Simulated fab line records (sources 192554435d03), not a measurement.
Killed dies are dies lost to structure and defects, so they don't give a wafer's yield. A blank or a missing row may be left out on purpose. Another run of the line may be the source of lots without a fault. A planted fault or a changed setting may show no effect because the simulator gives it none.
Matching of chambers ; flow n5-finfet ; rie-diel-01 running N5_HKMG_FIN_ETCH_67: 4 sister chambers
The step etches SOC in N2/H2, stops on TiN, target depth 388.9 nm. 4 wafers are shown with their chamber, then 10 later ones without.

== WAFERS PAIRED WITH THEIR CHAMBERS ==
wafer;chamber;drypump-motor-current-A (A)
L078.5;0;6.3
L080.6;3;5.7
L082.2;1;6.5
L082.4;2;5.7

== WAFERS WITH NO CHAMBER GIVEN ==
wafer;drypump-motor-current-A (A)
L082.5;6.5
L088.1;5.7
L088.2;5.8
L088.3;6.5
L088.4;6.3
L088.5;6.5
L088.6;6.3
L090.1;5.8
L090.3;6.2
L090.6;5.7

== THE CHAMBER EACH PASSED THROUGH ==
wafer;from the rows above;in truth
L082.5;1;1
L088.1;can't be placed: 2 or 3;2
L088.2;can't be placed: 2 or 3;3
L088.3;1;1
L088.4;0;0
L088.5;1;1
L088.6;0;0
L090.1;can't be placed: 2 or 3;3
L090.3;0;0
L090.6;can't be placed: 2 or 3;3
Correctly placed: 6 of 10. From these rows, 4 cannot be placed; in 4 the true chamber is one of the candidates. Placed wrongly: 0.
How it was worked out, from the rows above alone: a wafer's distance from a chamber is the root of the sum, over the readings, of the square of ((its reading less the chamber's mean) divided by the reading's scatter). The wafer belongs to the nearest chamber; if the next one is less than 2 further off, it can't be placed. Each chamber's mean is taken over the wafers shown for it. The scatter: root of mean squared gap, hidden wafer to nearest shown wafer, with one shown wafer a chamber.
